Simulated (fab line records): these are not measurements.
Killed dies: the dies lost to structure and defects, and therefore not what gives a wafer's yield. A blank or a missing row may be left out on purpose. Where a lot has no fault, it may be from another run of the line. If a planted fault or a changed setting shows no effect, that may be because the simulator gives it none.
A lot that was struck, set against a sound lot | flow n5 finfet | 23 steps out of a route of 1938
Sound: the wafers L238.1, L238.3, L238.5. Struck: wafers L224.2, L224.4. (L224.5 of the same lot was not struck and is left out.) The cause comes at the end.
At each step with rows: each side's tool, then ch and its chambers, then its first start. Under that, the readings that differ: sound wafers | struck wafers | difference of the means | sigmas: that difference in standard deviations of wafers without a fault.
alike: same words and numbers on both sides, and readings whose means sit less than 2 such deviations apart. not compared: any withheld reading, any reading some wafer has no value for, any bound like >300 that may hide the same value, and any number with overlapping values for which the record gives no deviation.
The two part at a step that has a row with sigmas, a row that says differs or no value, or rows on one side only. Numbers that don't overlap but have no deviation are shown without sigmas and don't part them. A reading missing from all wafers of one side parts the sides only when that side holds two or more wafers.

first, 8 steps without rows for these wafers: N5_BEOL_M2_ECD_50 (material Cu, target thk 300 nm); N5_BEOL_M2_ANNEAL_51 (time 90 s); N5_BEOL_M2_CMP_52 (polishes, stops on SiOC, t overpolish 6.8 s, target thk 40 nm); N5_BEOL_M2_PRE_CLEAN_60 (time 15 s); N5_BEOL_M2_CO_CAP_55 (material Co, precursor CCTBA/H2, target thk 2 nm, time 102.1 s); N5_BEOL_M2_PRE_CLEAN_56 (time 15 s); N5_BEOL_M2_DEP_57 (deposits SiCN from 3MS/NH3, target thk 8 nm, time 14 s); N5_BEOL_M3_ILD_DEP_00 (deposits SiOC from DEMS/O2, target thk 79 nm, time 15.3 s).
N5_BEOL_M3_PECVD_72: deposits SiO2 from TEOS/O2, target thk 16 nm, time 18 s.
  sound on pecvd-02 ch 1,2, day 11 09:40; struck on pecvd-04 ch 0, day 8 03:18
  alike: heater power w, showerhead plenum p Torr, showerhead vpp V, throttle valve pct
then, 10 steps without rows for these wafers: N5_BEOL_M3_HM_DEP_02 (deposits TiN, target thk 20 nm); N5_BEOL_M3_COAT_61 (time 60 s, resist thk 60 nm); N5_BEOL_M3_COAT_62 (time 60 s, resist thk 12 nm); N5_BEOL_M3_COAT_73 (time 60 s, resist thk 5 nm); N5_BEOL_M3_COAT_05 (resist thk 30 nm); N5_BEOL_M3_EBR_07; N5_BEOL_M3_SOFTBAKE_06 (time 60 s); N5_BEOL_M3_EXPOSE_08 (exposes mask M3); N5_BEOL_M3_PEB_09 (peb time 60 s); N5_BEOL_M3_DEVELOP_10 (develop time 30 s).
N5_BEOL_M3_INSPECT_13: inspects for defects (brightfield).
  sound on defect inspect-01, day 11 10:11; struck on defect inspect-01, day 8 04:39
  reading          | sound       | struck    | difference | sigmas
  raw defect count | 465 390 355 | 1330 1570 | +1047      | +10
then, 1 step without rows for these wafers: N5_BEOL_M3_DESCUM_16 (chemistry O2, time 7 s).
N5_BEOL_M4_RC_MEAS_101:
  sound on prober-02 ch 0, day 12 13:20; struck on prober-01 ch 0, day 8 21:38
  alike: DIBL_N, DIBL_P, IOFF_N, IOFF_P, ION_N, ION_P, SS_N, SS_P, VT_N, VT_P
-- record jumps: 5 days separate the struck wafers' starts on either side; left off in module BEOL_M4, taken up again in module PASSIVATION, whose first shown step is the route's number 1936 --
N5_PASSIVATION_PROBE_49:
  sound on prober-01, day 17 06:47; struck on prober-01, day 13 13:05
  reading                  | sound          | struck    | difference | sigmas
  defect limited yield (%) | 92.7 93.4 92.5 | 82.6 83.1 | -10.0      | -7
  killed_at_M0_to_M3       | 29 39 41       | 117 118   | +81        | +7
  killed_at_M4_up          | 19 11 2        | 33 20     | +16        | +2
  killed at contacts       | 4 1 7          | 24 20     | +18        | +3
  killed dies              | 86 78 89       | 205 200   | +118       | +7
  killed on rim            | 17 7 10        | 30 36     | +22        | +6
  killed open              | 57 50 58       | 113 98    | +50        | +3
  sort_bin_5_function (%)  | 4.2 4.3 3.8    | 9.5 10.0  | +5.7       | +5
  sort_bin_6_memory (%)    | 3.0 1.9 3.3    | 5.8 5.2   | +2.8       | +4
  sort n pass              | 1094 1102 1091 | 975 980   | -118       | -7
  sort yield pct (%)       | 92.7 93.4 92.5 | 82.6 83.1 | -10.0      | -7
  alike: killed at front end, killed at other, killed short

WHERE THEY PART
Earliest at N5_BEOL_M3_INSPECT_13; latest, in this record, at N5_PASSIVATION_PROBE_49.

WHY: whatever the simulator had introduced
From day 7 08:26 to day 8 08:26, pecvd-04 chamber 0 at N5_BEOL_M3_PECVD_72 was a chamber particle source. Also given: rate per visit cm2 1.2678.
